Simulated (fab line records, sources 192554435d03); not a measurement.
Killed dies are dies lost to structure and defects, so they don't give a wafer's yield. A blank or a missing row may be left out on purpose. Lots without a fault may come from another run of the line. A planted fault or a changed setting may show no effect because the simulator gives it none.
A struck lot beside a sound one | flow n5_finfet | 36 steps out of a route of 1938
Sound: wafers L303.1, L303.2, L303.3. Struck: wafers L307.1, L307.2, L307.3. The cause comes at the end.
At each step with rows: each side's tool, then ch and its chambers, then its first start. Under that, the readings that differ: sound wafers | struck wafers | difference of the means | sigmas: that difference in standard deviations of wafers without a fault.
alike: readings whose means differ by less than 2 such deviations, and words and numbers that are the same on both sides. not compared: withheld readings, readings that some wafer has no value for, bounds like >300 that may hide the same value, and numbers for which the record gives no deviation and whose values overlap.
The two part at a step that has a row with sigmas, a row that says differs or no value, or rows on one side only. Numbers that don't overlap but have no deviation are shown without sigmas and don't part them. A reading that every wafer of one side lacks parts them only if that side has two wafers or more.

first, 9 steps without rows for these wafers: N5_BEOL_M4_ANNEAL_95 (time 240 s); N5_BEOL_M4_SPUTTER_96 (material Cu, target thk 4.5 nm, time 8.29 s); N5_BEOL_M4_ECD_50 (material Cu, target thk 300 nm); N5_BEOL_M4_ANNEAL_51 (time 90 s); N5_BEOL_M4_CMP_52 (polishes, stops on SiOC, t overpolish 6.8 s, target thk 40 nm); N5_BEOL_M4_PRE_CLEAN_60 (time 15 s); N5_BEOL_M4_CO_CAP_55 (material Co, precursor CCTBA/H2, target thk 2 nm, time 102.1 s); N5_BEOL_M4_PRE_CLEAN_56 (time 15 s); N5_BEOL_M4_DEP_57 (deposits SiCN from 3MS/NH3, target thk 8 nm, time 14 s).
N5_BEOL_M4_RC_MEAS_101:
  sound on prober-01 ch 0, day 12 11:40; struck on prober-02 ch 0, day 12 23:01
  reading   | sound          | struck         | difference | sigmas
  VT_P (mV) | -245 -248 -244 | -253 -252 -251 | -6         | -2
  alike: DIBL_N, DIBL_P, IOFF_N, IOFF_P, ION_N, ION_P, SS_N, SS_P, VT_N
then, 24 steps without rows for these wafers: N5_BEOL_M5_ILD_DEP_00 (deposits SiCOH lowk from DEMS/porogen, target thk 140.64 nm, time 25.9 s); N5_BEOL_M5_CURE_79 (cures SiCOH lowk, time 240 s); N5_BEOL_M5_PECVD_70 (deposits SiO2 from TEOS/O2, target thk 16 nm, time 18 s); N5_BEOL_M5_HM_DEP_02 (deposits TiN, target thk 20 nm); N5_BEOL_M5_COAT_59 (time 60 s, resist thk 60 nm); N5_BEOL_M5_COAT_60 (time 60 s, resist thk 12 nm); N5_BEOL_M5_COAT_71 (time 60 s, resist thk 5 nm); N5_BEOL_M5_COAT_05 (resist thk 30 nm); N5_BEOL_M5_EBR_07; N5_BEOL_M5_SOFTBAKE_06 (time 60 s); N5_BEOL_M5_EXPOSE_08 (exposes mask M5, target cd 28 nm); N5_BEOL_M5_PEB_09 (peb time 60 s); N5_BEOL_M5_DEVELOP_10 (develop time 30 s); N5_BEOL_M5_DESCUM_16 (chemistry O2, time 7 s); N5_BEOL_M5_ETCH_72 (etches underlayer in N2/H2, target depth 6.5 nm, time 5.2 s); N5_BEOL_M5_ETCH_61 (etches SiARC in CF4, target depth 15.6 nm, time 26 s); N5_BEOL_M5_ETCH_62 (etches SOC in N2/H2, target depth 75 nm, overetch 15 nm, time 112.5 s); N5_BEOL_M5_STRIP_63 (strips in N2/H2); N5_BEOL_M5_STRIP_73 (strips in N2/H2); N5_BEOL_M5_STRIP_64 (strips in CF4); N5_BEOL_M5_HM_OPEN_17 (chemistry Cl2/BCl3, target TiN, target depth 20 nm, overetch 6 nm); N5_BEOL_M5_STRIP_19 (strips in O2); N5_BEOL_M5_COAT_65 (time 60 s, resist thk 60 nm); N5_BEOL_M5_COAT_66 (time 60 s, resist thk 12 nm).
-- the record jumps here: 4 days lie between the struck wafers' starts before and after (it left off in module BEOL_M5 and takes up again in module BEOL_M14, whose first step shown is number 1732 of the route) --
N5_BEOL_M14_STRIP_63: strips in O2.
  sound on rie_diel-04 ch 0,1,3, day 16 01:00; struck on rie_diel-03 ch 0,1,3, day 16 19:00
  no value came back on the struck wafers for any of 8 readings (bias_power_w (W), chamber_pressure_mTorr (mTorr) and others); on the sound wafers bias_power_w (W) reads 0 0 0
  reading                                    | sound | struck            | difference | sigmas
  model.coat_of_BEOL_M14_COAT_04.thk_nm (nm) | 0 0 0 | 465.6 461.8 458.6 | +462.0     |
N5_PASSIVATION_PROBE_49:
  sound on prober-02, day 17 06:30; struck on prober-01, day 18 02:52
  reading                  | sound          | struck         | difference | sigmas
  defect_limited_yield (%) | 90.0 92.8 91.8 | 83.0 84.2 88.7 | -6.2       | -4
  killed_at_M4_up          | 25 27 11       | 131 98 71      | +79        | +14
  killed_dies              | 118 85 97      | 201 187 133    | +74        | +4
  sort_bin_5_function (%)  | 6.5 4.2 4.5    | 11.4 10.4 5.9  | +4.2       | +4
  sort_n_pass              | 1062 1095 1083 | 979 993 1047   | -74        | -4
  sort_yield_pct (%)       | 90.0 92.8 91.8 | 83.0 84.2 88.7 | -6.2       | -4
  alike: killed_at_M0_to_M3, killed_at_contacts, killed_at_front_end, killed_at_other, killed_open, killed_short, sort_bin_6_memory

WHERE THEY PART
First at N5_BEOL_M4_RC_MEAS_101; last, within this record, at N5_PASSIVATION_PROBE_49.

WHY: what the simulator had put in
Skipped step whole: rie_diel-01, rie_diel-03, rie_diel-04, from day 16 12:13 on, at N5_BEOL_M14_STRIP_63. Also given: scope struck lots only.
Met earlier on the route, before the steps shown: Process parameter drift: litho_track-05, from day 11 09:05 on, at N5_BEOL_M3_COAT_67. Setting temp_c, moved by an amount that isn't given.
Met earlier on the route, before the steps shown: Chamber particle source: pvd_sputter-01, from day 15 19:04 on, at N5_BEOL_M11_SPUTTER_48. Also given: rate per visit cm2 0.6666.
